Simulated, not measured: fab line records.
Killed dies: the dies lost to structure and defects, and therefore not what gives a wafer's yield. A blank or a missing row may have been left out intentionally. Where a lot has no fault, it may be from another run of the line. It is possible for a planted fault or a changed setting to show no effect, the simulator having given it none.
fab line records + flow n5Finfet
record
- lots=6
- wafers=18
- lastDay=17
route steps=1938 shown BEOL_M8@1346
lots that met no fault: taken from a fault-free run of the same line
startH: the number of hours between the record's first day and the start of the first shown wafer of the lot + waitH: hours since the lot's step before + " same as the row above + L1.1+2: a single row standing in for several wafers + - value missing, or start not given + * or withheld: withheld + < > ~ a bound
route shown NAME@n: names a module that has steps shown in the file, with the first one's number in the route + usual: average and standard deviation across the fault-free wafers + same: alike in all rows + chamber/n: place in a boat + sites: per-site readings + _std_site: the values' standard deviation + _edge_site: the outer-site mean with the inner-site mean subtracted + radiusMm: for every site, how far away it sits from the centre of the wafer + mask NAME#n: copy n + behind: the most recent tool/chamber to have shaped the wafer + hold: reason for holding the lot/hours on hold/outcome of the hold + device: which transistor (n, p or np) failed to switch + end of line: at the end of the route, the tests of the same wafers + where a step has no rows: the recipe by itself + killed: not the wafer's yield, but the dies lost to structure and defects at the first sort + map: a wafer's dies, marking killed ones x, the rest . and places with no die _
set.NAME: the setting the step ran with; set.NAME@STEP: the setting that earlier step ran with + model.NAME: the simulator's own value behind a step, which no gauge read
a table for each step, a row for each wafer; lots at some steps of the route
services: a tool's chamber out of use, with start hour (startH, from the record's first day; less than 0 if before it), hours out, and reason
## steps
# step N5_BEOL_M8_OVL_MEAS_12
# recipe
- pointsPerWafer=44
# usual
- M8_OVL=0.0/0.72
# same
- pointsPerWafer=44
| lot.wafer | tool       | chamber | startH | waitH | M8_OVL[nm] |
|-----------|------------|---------|--------|-------|------------|
| L939.3    | overlay-01 | 0       | 201.17 | 0.0   | -0.6       |
| L939.5    | "          | 0       | "      | "     | 0.0        |
| L939.6    | "          | 0       | "      | "     | 0.1        |
| L940.2    | overlay-01 | 0       | 214.38 | 0.0   | -0.6       |
| L940.4    | "          | 0       | "      | "     | 0.1        |
| L940.6    | "          | 0       | "      | "     | 0.4        |
| L943.3    | overlay-02 | 0       | 218.26 | 0.0   | -1.3       |
| L943.5    | "          | 0       | "      | "     | 0.0        |
| L943.6    | "          | 0       | "      | "     | 0.4        |
| L951.3    | overlay-01 | 0       | 272.69 | 0.0   | 0.0        |
| L951.4    | "          | 0       | "      | "     | 1.1        |
| L951.6    | "          | 0       | "      | "     | 0.5        |
| L956.3    | overlay-01 | 0       | 309.30 | 0.0   | 0.7        |
| L956.4    | "          | 0       | "      | "     | 0.2        |
| L956.6    | "          | 0       | "      | "     | 0.3        |
| L961.1    | overlay-01 | 0       | 343.75 | 0.0   | 1.2        |
| L961.3    | "          | 0       | "      | "     | 0.9        |
| L961.6    | "          | 0       | "      | "     | 0.5        |
# step N5_BEOL_M8_INSPECT_13
# recipe
- mode=adi
- inspectInstrument=brightfield
# usual
- rawDefectCount=383/86
| lot.wafer | tool             | chamber | startH | waitH | rawDefectCount |
|-----------|------------------|---------|--------|-------|----------------|
| L939.3    | defectInspect-02 | -       | 201.20 | 0.0   | 479            |
| L939.5    | "                | -       | "      | "     | 491            |
| L939.6    | "                | -       | "      | "     | 605            |
| L940.2    | defectInspect-02 | -       | 214.40 | 0.0   | 415            |
| L940.4    | "                | -       | "      | "     | 473            |
| L940.6    | "                | -       | "      | "     | 449            |
| L943.3    | defectInspect-02 | -       | 218.29 | 0.0   | 395            |
| L943.5    | "                | -       | "      | "     | 348            |
| L943.6    | "                | -       | "      | "     | 524            |
| L951.3    | defectInspect-01 | -       | 272.72 | 0.0   | 353            |
| L951.4    | "                | -       | "      | "     | 410            |
| L951.6    | "                | -       | "      | "     | 318            |
| L956.3    | defectInspect-02 | -       | 309.33 | 0.0   | 482            |
| L956.4    | "                | -       | "      | "     | 311            |
| L956.6    | "                | -       | "      | "     | 422            |
| L961.1    | defectInspect-02 | -       | 343.78 | 0.0   | 336            |
| L961.3    | "                | -       | "      | "     | 348            |
| L961.6    | "                | -       | "      | "     | 395            |
# step N5_BEOL_M8_DESCUM_16
# recipe
- chemistry=O2
- timeS=7.9
- sourcePowerW=50
- biasPowerW=20
- pressureMtorr=20
- rfFrequencyHz=2.712e+07
- tempC=40
- resist=CAR-ArF
- o2FlowSccm=225
# usual
- drypumpMotorCurrentA=5.7/0.48
- oesProductAu=0.82/0.078
- rfVppV=243.0/1.5
- showerheadPlenumPTorr=2.09/0.08
- throttleValvePct=20.41/0.27
| lot.wafer | tool       | chamber | startH | waitH | drypumpMotorCurrentA | oesProductAu | rfHoursCounterH | rfVppV | showerheadPlenumPTorr | throttleValvePct |
|-----------|------------|---------|--------|-------|----------------------|--------------|-----------------|--------|-----------------------|------------------|
| L939.3    | rieDiel-02 | 1       | 201.84 | 0.6   | 6.3                  | 0.77         | 157             | 242.5  | 2.02                  | 20.32            |
| L939.5    | "          | 0       | "      | "     | 5.5                  | 0.88         | -               | 245.4  | 2.23                  | 20.41            |
| L939.6    | "          | 3       | "      | "     | 6.1                  | 0.96         | -               | 243.3  | 2.04                  | 20.31            |
| L940.2    | rieDiel-01 | 0       | 214.61 | 0.2   | 4.7                  | 0.72         | 215             | 242.0  | 2.05                  | 20.21            |
| L940.4    | "          | 2       | "      | "     | 6.2                  | 0.92         | 19              | 244.7  | 2.13                  | 20.23            |
| L940.6    | "          | 0       | "      | "     | 4.7                  | 0.72         | -               | 242.1  | 2.05                  | 20.21            |
| L943.3    | rieDiel-02 | 2       | 218.32 | 0.0   | 5.8                  | 0.86         | 36              | 244.1  | 2.13                  | 20.32            |
| L943.5    | "          | 1       | "      | "     | 6.3                  | 0.77         | -               | 241.4  | 2.02                  | 20.33            |
| L943.6    | "          | 2       | "      | "     | 5.8                  | 0.87         | -               | 242.8  | 2.13                  | 20.32            |
| L951.3    | rieDiel-06 | 2       | 272.75 | 0.0   | 5.5                  | 0.69         | 238             | 244.5  | 2.15                  | 20.94            |
| L951.4    | "          | 0       | "      | "     | 5.7                  | 0.81         | 87              | 244.5  | 2.21                  | 20.27            |
| L951.6    | "          | 3       | "      | "     | 5.5                  | 0.78         | -               | 243.0  | 2.01                  | 20.52            |
| L956.3    | rieDiel-06 | 3       | 309.36 | 0.0   | 5.6                  | 0.76         | 131             | 242.2  | 2.00                  | 20.52            |
| L956.4    | "          | 0       | "      | "     | 5.7                  | 0.79         | 99              | 245.6  | 2.21                  | 20.31            |
| L956.6    | "          | 2       | "      | "     | 5.6                  | 0.67         | -               | 242.6  | 2.14                  | 20.94            |
| L961.1    | rieDiel-06 | 0       | 344.00 | 0.2   | 5.7                  | 0.78         | 113             | 245.1  | 2.20                  | 20.33            |
| L961.3    | "          | 1       | "      | "     | 6.2                  | 0.84         | 71              | 242.8  | 2.03                  | 20.21            |
| L961.6    | "          | 1       | "      | "     | 6.3                  | 0.85         | -               | 244.1  | 2.03                  | 20.20            |
# step N5_BEOL_M8_ETCH_61
# recipe
- chemistry=CF4
- target=SiARC
- targetDepthA=455
- maskMaterial=CAR-ArF
- timeS=75.8
- ionEnergyEv=80
- pressureMtorr=40
- sourceW=545
- biasW=36
- Ar_flow_sccm=100
- cf4FlowSccm=100
- ends=cleared
# usual
- drypumpMotorCurrentA=5.7/0.48
- etchRfOnTimeS=74.4/1.8
- mfcArSccm=100.02/0.26
- oesProductAu=0.70/0.066
- rfVppV=184.0/1.2
- showerheadPlenumPTorr=2.14/0.077
- throttleValvePct=15.59/0.2
| lot.wafer | tool       | chamber | startH | waitH | drypumpMotorCurrentA | etchRfOnTimeS | mfcArSccm | oesProductAu | rfHoursCounterH | rfVppV | showerheadPlenumPTorr | throttleValvePct |
|-----------|------------|---------|--------|-------|----------------------|---------------|-----------|--------------|-----------------|--------|-----------------------|------------------|
| L939.3    | rieDiel-02 | 1       | 201.87 | 0.0   | 6.3                  | 75.9          | 99.47     | 0.65         | 157             | 183.7  | 2.07                  | 15.51            |
| L939.5    | "          | 0       | "      | "     | 5.5                  | 74.2          | 99.92     | 0.75         | -               | 183.9  | 2.28                  | 15.50            |
| L939.6    | "          | 3       | "      | "     | 6.1                  | 74.3          | 100.20    | 0.82         | -               | 185.6  | 2.11                  | 15.51            |
| L940.2    | rieDiel-01 | 0       | 214.64 | 0.0   | 4.7                  | 76.6          | 99.56     | 0.61         | 215             | 185.1  | 2.11                  | 15.60            |
| L940.4    | "          | 2       | "      | "     | 6.2                  | 75.8          | 100.39    | 0.78         | 19              | 183.9  | 2.19                  | 15.46            |
| L940.6    | "          | 0       | "      | "     | 4.7                  | 76.6          | 100.10    | 0.61         | -               | 184.2  | 2.11                  | 15.59            |
| L943.3    | rieDiel-02 | 2       | 218.36 | 0.0   | 5.8                  | 73.3          | 99.87     | 0.75         | 36              | 183.8  | 2.19                  | 15.50            |
| L943.5    | "          | 1       | "      | "     | 6.3                  | 75.0          | 99.91     | 0.66         | -               | 182.8  | 2.07                  | 15.53            |
| L943.6    | "          | 2       | "      | "     | 5.8                  | 72.8          | 99.90     | 0.75         | -               | 183.5  | 2.19                  | 15.47            |
| L951.3    | rieDiel-06 | 2       | 272.79 | 0.0   | 5.5                  | 74.9          | 99.86     | 0.59         | 238             | 184.4  | 2.19                  | 16.05            |
| L951.4    | "          | 0       | "      | "     | 5.7                  | 72.7          | 99.86     | 0.71         | 87              | 184.6  | 2.25                  | 15.46            |
| L951.6    | "          | 3       | "      | "     | 5.6                  | 71.8          | 99.75     | 0.67         | -               | 183.8  | 2.06                  | 15.70            |
| L956.3    | rieDiel-06 | 3       | 309.39 | 0.0   | 5.6                  | 72.0          | 100.22    | 0.67         | 131             | 182.2  | 2.06                  | 15.70            |
| L956.4    | "          | 0       | "      | "     | 5.7                  | 73.3          | 99.76     | 0.70         | 99              | 186.6  | 2.25                  | 15.46            |
| L956.6    | "          | 2       | "      | "     | 5.5                  | 75.6          | 99.81     | 0.58         | -               | 184.8  | 2.18                  | 16.08            |
| L961.1    | rieDiel-06 | 0       | 344.04 | 0.0   | 5.7                  | 73.6          | 100.07    | 0.68         | 113             | 184.7  | 2.24                  | 15.49            |
| L961.3    | "          | 1       | "      | "     | 6.3                  | 74.0          | 99.96     | 0.72         | 71              | 182.3  | 2.08                  | 15.46            |
| L961.6    | "          | 1       | "      | "     | 6.3                  | 73.9          | 100.40    | 0.72         | -               | 183.9  | 2.08                  | 15.45            |
# step N5_BEOL_M8_ETCH_62
# recipe
- chemistry=N2/H2
- target=SOC
- targetDepthA=1100
- overetchA=220
- maskMaterial=SiARC
- tempC=40
- timeS=165
- ionEnergyEv=200
- pressureMtorr=30
- sourceW=840
- biasW=150
- n2FlowSccm=200
- h2FlowSccm=200
# usual
- drypumpMotorCurrentA=5.7/0.48
- oesProductAu=0.69/0.063
- rfVppV=523.6/2.7
- showerheadPlenumPTorr=2.54/0.095
- throttleValvePct=17.81/0.28
| lot.wafer | tool       | chamber | startH | waitH | drypumpMotorCurrentA | oesProductAu | rfHoursCounterH | rfVppV | showerheadPlenumPTorr | throttleValvePct |
|-----------|------------|---------|--------|-------|----------------------|--------------|-----------------|--------|-----------------------|------------------|
| L939.3    | rieDiel-02 | 1       | 201.93 | 0.0   | 6.4                  | 0.65         | 157             | 520.3  | 2.44                  | 17.63            |
| L939.5    | "          | 0       | "      | "     | 5.5                  | 0.73         | -               | 528.1  | 2.70                  | 17.80            |
| L939.6    | "          | 3       | "      | "     | 6.1                  | 0.80         | -               | 522.8  | 2.48                  | 17.62            |
| L940.2    | rieDiel-01 | 0       | 214.70 | 0.0   | 4.7                  | 0.61         | 215             | 522.7  | 2.53                  | 17.81            |
| L940.4    | "          | 2       | "      | "     | 6.2                  | 0.78         | 19              | 525.0  | 2.59                  | 17.63            |
| L940.6    | "          | 0       | "      | "     | 4.7                  | 0.61         | -               | 523.3  | 2.53                  | 17.79            |
| L943.3    | rieDiel-02 | 2       | 218.41 | 0.0   | 5.8                  | 0.73         | 36              | 525.3  | 2.61                  | 17.79            |
| L943.5    | "          | 1       | "      | "     | 6.3                  | 0.65         | -               | 522.4  | 2.44                  | 17.66            |
| L943.6    | "          | 2       | "      | "     | 5.8                  | 0.74         | -               | 524.9  | 2.61                  | 17.78            |
| L951.3    | rieDiel-06 | 2       | 272.84 | 0.0   | 5.5                  | 0.59         | 238             | 525.7  | 2.62                  | 18.43            |
| L951.4    | "          | 0       | "      | "     | 5.8                  | 0.68         | 87              | 526.5  | 2.68                  | 17.61            |
| L951.6    | "          | 3       | "      | "     | 5.6                  | 0.65         | -               | 520.3  | 2.45                  | 17.98            |
| L956.3    | rieDiel-06 | 3       | 309.45 | 0.0   | 5.6                  | 0.64         | 131             | 519.1  | 2.45                  | 17.99            |
| L956.4    | "          | 0       | "      | "     | 5.8                  | 0.67         | 99              | 526.4  | 2.67                  | 17.65            |
| L956.6    | "          | 2       | "      | "     | 5.5                  | 0.58         | -               | 524.5  | 2.61                  | 18.45            |
| L961.1    | rieDiel-06 | 0       | 344.09 | 0.0   | 5.7                  | 0.67         | 113             | 527.8  | 2.67                  | 17.66            |
| L961.3    | "          | 1       | "      | "     | 6.3                  | 0.71         | 71              | 522.2  | 2.46                  | 17.52            |
| L961.6    | "          | 1       | "      | "     | 6.2                  | 0.71         | -               | 522.3  | 2.46                  | 17.52            |
# step N5_BEOL_M8_STRIP_68
# recipe
- chemistry=N2/H2
- tempC=40
- n2FlowSccm=200
- h2FlowSccm=200
- rfFrequencyHz=6e+07
# step N5_BEOL_M8_STRIP_67
# recipe
- chemistry=CF4
- resist=SiARC
- powerW=300
- biasPowerW=75
- pressureMtorr=50
- cf4FlowSccm=150
- rfFrequencyHz=6e+07
# usual
- drypumpMotorCurrentA=5.7/0.48
- oesProductAu=0.81/0.073
- rfVppV=271.0/1.6
- showerheadPlenumPTorr=1.79/0.061
- throttleValvePct=13.55/0.21
| lot.wafer | tool       | chamber | startH | waitH | drypumpMotorCurrentA | oesProductAu | rfHoursCounterH | rfVppV | showerheadPlenumPTorr | throttleValvePct |
|-----------|------------|---------|--------|-------|----------------------|--------------|-----------------|--------|-----------------------|------------------|
| L939.3    | rieDiel-02 | 1       | 202.08 | 0.0   | 6.3                  | 0.77         | 157             | 269.4  | 1.73                  | 13.49            |
| L939.5    | "          | 0       | "      | "     | 5.5                  | 0.87         | -               | 272.7  | 1.89                  | 13.40            |
| L939.6    | "          | 3       | "      | "     | 6.1                  | 0.94         | -               | 270.8  | 1.77                  | 13.47            |
| L940.2    | rieDiel-01 | 0       | 214.84 | 0.0   | 4.7                  | 0.72         | 215             | 272.1  | 1.78                  | 13.64            |
| L940.4    | "          | 2       | "      | "     | 6.2                  | 0.92         | 19              | 271.5  | 1.84                  | 13.39            |
| L940.6    | "          | 0       | "      | "     | 4.7                  | 0.72         | -               | 270.7  | 1.78                  | 13.64            |
| L943.3    | rieDiel-02 | 2       | 218.56 | 0.0   | 5.8                  | 0.87         | 36              | 272.9  | 1.84                  | 13.42            |
| L943.5    | "          | 1       | "      | "     | 6.4                  | 0.76         | -               | 271.7  | 1.73                  | 13.51            |
| L943.6    | "          | 2       | "      | "     | 5.8                  | 0.86         | -               | 270.2  | 1.84                  | 13.42            |
| L951.3    | rieDiel-06 | 2       | 272.99 | 0.0   | 5.6                  | 0.69         | 238             | 271.8  | 1.82                  | 14.02            |
| L951.4    | "          | 0       | "      | "     | 5.7                  | 0.80         | 87              | 271.1  | 1.87                  | 13.36            |
| L951.6    | "          | 3       | "      | "     | 5.6                  | 0.76         | -               | 268.2  | 1.72                  | 13.65            |
| L956.3    | rieDiel-06 | 3       | 309.60 | 0.0   | 5.6                  | 0.76         | 131             | 269.3  | 1.72                  | 13.65            |
| L956.4    | "          | 0       | "      | "     | 5.7                  | 0.80         | 99              | 271.8  | 1.87                  | 13.41            |
| L956.6    | "          | 2       | "      | "     | 5.5                  | 0.68         | -               | 273.7  | 1.82                  | 14.04            |
| L961.1    | rieDiel-06 | 0       | 344.24 | 0.0   | 5.8                  | 0.79         | 113             | 273.2  | 1.87                  | 13.44            |
| L961.3    | "          | 1       | "      | "     | 6.3                  | 0.83         | 71              | 270.6  | 1.75                  | 13.44            |
| L961.6    | "          | 1       | "      | "     | 6.2                  | 0.84         | -               | 267.9  | 1.75                  | 13.45            |
# step N5_BEOL_M8_HM_OPEN_17
# recipe
- chemistry=Cl2/BCl3
- targetDepthA=200
- overetchA=60
- target=TiN
- maskMaterial=SOC
- ionEnergyEv=150
- pressureMtorr=10
- icpW=1000
- biasW=126
- Cl2_flow_sccm=53.25
- bcl3FlowSccm=21.75
- Ar_flow_sccm=25
# step N5_BEOL_M8_STRIP_19
# recipe
- chemistry=O2
- powerW=400
- tempC=40
- pressureMtorr=30
- rfFrequencyHz=6e+07
- biasPowerW=0
- overashFraction=0.2
- o2FlowSccm=225
# usual
- drypumpMotorCurrentA=5.6/0.52
- oesProductAu=0.81/0.079
- rfVppV=3.7/0.62
- showerheadPlenumPTorr=2.08/0.072
- throttleValvePct=16.65/0.27
| lot.wafer | tool       | chamber | startH | waitH | drypumpMotorCurrentA | oesProductAu | rfHoursCounterH | rfVppV | showerheadPlenumPTorr | throttleValvePct |
|-----------|------------|---------|--------|-------|----------------------|--------------|-----------------|--------|-----------------------|------------------|
| L939.3    | rieDiel-02 | 1       | 202.36 | 0.2   | 6.3                  | 0.77         | 158             | 3.7    | 2.03                  | 16.59            |
| L939.5    | "          | 3       | "      | "     | 6.1                  | 0.96         | -               | 4.0    | 2.04                  | 16.50            |
| L939.6    | "          | 2       | "      | "     | 5.8                  | 0.89         | -               | 3.7    | 2.14                  | 16.48            |
| L940.2    | rieDiel-01 | 1       | 215.04 | 0.1   | 5.0                  | 0.72         | 190             | 4.1    | 2.02                  | 17.25            |
| L940.4    | "          | 0       | "      | "     | 4.7                  | 0.72         | 215             | 2.9    | 2.06                  | 16.56            |
| L940.6    | "          | 2       | "      | "     | 6.2                  | 0.93         | -               | 4.1    | 2.13                  | 16.44            |
| L943.3    | rieDiel-01 | 3       | 218.71 | 0.1   | 5.4                  | 0.87         | 47              | 3.7    | 2.03                  | 16.39            |
| L943.5    | "          | 0       | "      | "     | 4.7                  | 0.73         | -               | 4.0    | 2.05                  | 16.57            |
| L943.6    | "          | 3       | "      | "     | 5.4                  | 0.87         | -               | 3.8    | 2.03                  | 16.39            |
| L951.3    | rieDiel-02 | 2       | 273.14 | 0.1   | 5.8                  | 0.84         | 57              | 2.5    | 2.13                  | 16.55            |
| L951.4    | "          | 0       | "      | "     | 5.5                  | 0.84         | 76              | 3.5    | 2.22                  | 16.63            |
| L951.6    | "          | 2       | "      | "     | 5.8                  | 0.83         | -               | 3.2    | 2.13                  | 16.56            |
| L956.3    | rieDiel-02 | 3       | 309.75 | 0.1   | 6.1                  | 0.88         | 52              | 4.0    | 2.03                  | 16.59            |
| L956.4    | "          | 2       | "      | "     | 5.8                  | 0.83         | 70              | 3.6    | 2.13                  | 16.57            |
| L956.6    | "          | 2       | "      | "     | 5.8                  | 0.83         | -               | 3.4    | 2.13                  | 16.59            |
| L961.1    | rieDiel-01 | 0       | 344.48 | 0.2   | 4.7                  | 0.94         | 7               | 3.0    | 2.04                  | 16.19            |
| L961.3    | "          | 1       | "      | "     | 5.0                  | 0.67         | 240             | 3.8    | 2.01                  | 17.33            |
| L961.6    | "          | 2       | "      | "     | 6.2                  | 0.83         | -               | 4.5    | 2.11                  | 16.53            |
# step N5_BEOL_M8_CD_MEAS_18
# recipe
- pitchNm=80
- targetCdNm=40
# usual
- cdNm=39.9/0.57
| lot.wafer | tool     | chamber | startH | waitH | cdNm |
|-----------|----------|---------|--------|-------|------|
| L939.3    | cdSem-01 | -       | 202.44 | 0.1   | 39.6 |
| L939.5    | "        | -       | "      | "     | 40.9 |
| L939.6    | "        | -       | "      | "     | 39.1 |
| L940.2    | cdSem-01 | -       | 215.11 | 0.1   | 39.1 |
| L940.4    | "        | -       | "      | "     | 39.6 |
| L940.6    | "        | -       | "      | "     | 39.7 |
| L943.3    | cdSem-01 | -       | 218.78 | 0.1   | 40.2 |
| L943.5    | "        | -       | "      | "     | 39.7 |
| L943.6    | "        | -       | "      | "     | 40.5 |
| L951.3    | cdSem-01 | -       | 273.21 | 0.1   | 39.6 |
| L951.4    | "        | -       | "      | "     | 40.9 |
| L951.6    | "        | -       | "      | "     | 40.3 |
| L956.3    | cdSem-02 | -       | 309.82 | 0.1   | 39.7 |
| L956.4    | "        | -       | "      | "     | 40.6 |
| L956.6    | "        | -       | "      | "     | 40.1 |
| L961.1    | cdSem-03 | -       | 344.55 | 0.0   | 39.9 |
| L961.3    | "        | -       | "      | "     | 40.5 |
| L961.6    | "        | -       | "      | "     | 40.5 |
# step N5_BEOL_M8_COAT_63
# recipe
- resist=SOC
- tempC=250
- timeS=60
- spinRpm=1500
- resistThkNm=60
# step N5_BEOL_M8_COAT_64
# recipe
- resist=SiARC
- tempC=220
- timeS=60
- spinRpm=1500
- resistThkNm=12
# step N5_BEOL_M8_COAT_71
# recipe
- resist=underlayer
- tempC=205
- timeS=60
- spinRpm=1500
- resistThkNm=5
# usual
- chillPlateTempC=23.02/0.099
- heaterPowerTotalW=391.8/1.3
- plateTempC=205.01/0.15
| lot.wafer | tool          | chamber | startH | waitH | chillPlateTempC | heaterPowerTotalW | plateTempC |
|-----------|---------------|---------|--------|-------|-----------------|-------------------|------------|
| L939.3    | lithoTrack-03 | 0       | 202.48 | -     | 22.77           | 393.4             | 205.06     |
| L939.5    | "             | 0       | "      | "     | 22.94           | 392.8             | 204.97     |
| L939.6    | "             | 0       | "      | "     | 22.87           | 390.2             | 204.86     |
| L940.2    | lithoTrack-03 | 0       | 216.41 | -     | 22.74           | 421.6             | 218.63     |
| L940.4    | "             | 0       | "      | "     | 22.86           | 425.9             | 218.92     |
| L940.6    | "             | 0       | "      | "     | 22.75           | 427.2             | 218.59     |
| L943.3    | lithoTrack-03 | 0       | 219.77 | -     | 23.00           | 425.5             | 218.83     |
| L943.5    | "             | 0       | "      | "     | 23.06           | 426.8             | 218.68     |
| L943.6    | "             | 0       | "      | "     | 23.01           | 426.9             | 218.52     |
| L951.3    | lithoTrack-05 | 0       | 273.83 | -     | 23.03           | 393.4             | 205.00     |
| L951.4    | "             | 0       | "      | "     | 23.02           | 390.9             | 204.96     |
| L951.6    | "             | 0       | "      | "     | 22.93           | 392.2             | 205.15     |
| L956.3    | lithoTrack-03 | 0       | 314.12 | -     | 23.01           | 393.0             | 204.78     |
| L956.4    | "             | 0       | "      | "     | 23.20           | 389.5             | 204.93     |
| L956.6    | "             | 0       | "      | "     | 23.28           | 390.6             | 204.98     |
| L961.1    | lithoTrack-03 | 0       | 344.59 | -     | 23.07           | 393.4             | 204.90     |
| L961.3    | "             | 0       | "      | "     | 22.97           | 391.8             | 204.96     |
| L961.6    | "             | 0       | "      | "     | 23.14           | 390.9             | 205.10     |
# step N5_BEOL_M8_COAT_22
# recipe
- resist=CAR-EUV
- spinRpm=1500
- resistThkNm=30
## services
| tool       | chamber | startH | hours | kind                        |
|------------|---------|--------|-------|-----------------------------|
| rieDiel-06 | -       | 215.62 | 15.6  | pm                          |
| rieDiel-02 | 2       | 235.45 | 2.4   | repair                      |
| rieDiel-01 | 3       | 246.14 | 18.9  | repair                      |
| rieDiel-01 | 2       | 299.37 | 5.1   | repair                      |
| rieDiel-01 | 0       | 304.44 | -     | clean                       |
| rieDiel-01 | 0       | 304.44 | -     | consumableReplace:focusRing |
| rieDiel-01 | 0       | 304.44 | 18.2  | scheduledDown               |
| rieDiel-01 | 0       | 304.44 | 18.2  | ventCycle                   |
| rieDiel-01 | -       | 311.59 | 0.2   | repair                      |
| rieDiel-06 | 2       | 312.32 | -     | clean                       |
| rieDiel-06 | 2       | 312.32 | -     | consumableReplace:focusRing |
| rieDiel-06 | 2       | 312.32 | 23.8  | scheduledDown               |
| rieDiel-06 | 2       | 312.32 | 23.8  | ventCycle                   |
| rieDiel-02 | 2       | 343.93 | 4.8   | repair                      |
## key
firstSign
- step=N5_BEOL_M8_COAT_71
- reading=plateTempC
- direction=up
- sigmas=89
- usual=*
- struck=*
effect
- step=N5_BEOL_M8_COAT_71
- reading=heaterPowerTotalW
- direction=up
- sigmas=25
- usual=*
- struck=*
metAt N5_BEOL_M8_COAT_71
struckWafers L940.2,L940.4,L940.6,L943.3,L943.5,L943.6
onsetBetween 202.48 216.41
fault
- kind=processParameterDrift
- tool=lithoTrack-03
- chamber=-
- onsetH=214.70
- steps=N5_BEOL_M8_COAT_71
- channel=tempC
- offset=*
- shape=step
- endH=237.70
- actsIn=*
- stated=*
